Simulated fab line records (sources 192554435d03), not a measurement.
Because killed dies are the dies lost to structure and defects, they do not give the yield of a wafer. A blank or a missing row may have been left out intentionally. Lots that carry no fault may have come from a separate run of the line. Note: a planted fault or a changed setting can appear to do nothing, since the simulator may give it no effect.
Matching of chambers    flow n5-finfet    N5_BEOL_M1_ETCH_69 on rie-diel-04: 4 sister chambers
The step etches SiARC in CF4, target depth 15.6 nm, time 26 s. 8 wafers are shown with their chamber, then 8 later ones without.

## WAFERS PAIRED WITH THEIR CHAMBERS
wafer   chamber  showerhead-plenum-p-Torr (Torr)  throttle-valve-pct (%)
L076.5  0        2.11                             15.87
L084.1  2        2.18                             15.14
L087.4  0        2.10                             15.93
L087.5  3        2.04                             15.58
L090.2  1        1.97                             15.41
L090.4  3        2.04                             15.58
L090.5  2        2.18                             15.16
L093.1  1        1.97                             15.41

## WAFERS WHOSE CHAMBER IS MISSING
wafer   showerhead-plenum-p-Torr (Torr)  throttle-valve-pct (%)
L093.2  2.04                             15.60
L093.6  1.97                             15.39
L096.3  2.17                             15.19
L096.4  2.17                             15.17
L096.6  2.03                             15.61
L097.2  2.10                             15.42
L097.3  1.96                             15.41
L097.5  1.96                             15.41

## WHICH CHAMBER EACH ONE RAN IN
wafer    from the rows above   in truth
L093.2   3                     3
L093.6   1                     1
L096.3   2                     2
L096.4   2                     2
L096.6   3                     3
L097.2   3                     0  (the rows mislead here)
L097.3   1                     1
L097.5   1                     1
Correct placement for 7 of the 8. Number that these rows cannot place: 0. 1 placed wrongly.
How it was worked out, from the rows above alone: a wafer's distance from a chamber is the root of the sum, over the readings, of the square of ((its reading less the chamber's mean) divided by the reading's scatter). The wafer belongs to the nearest chamber; if the next one is less than 2 further off, it can't be placed. The mean given for a chamber averages the wafers shown for that chamber. How the scatter is found: for the shown wafers, subtract from each reading the mean of its chamber, square and add these, divide the total by (wafers less chambers), then take the root.
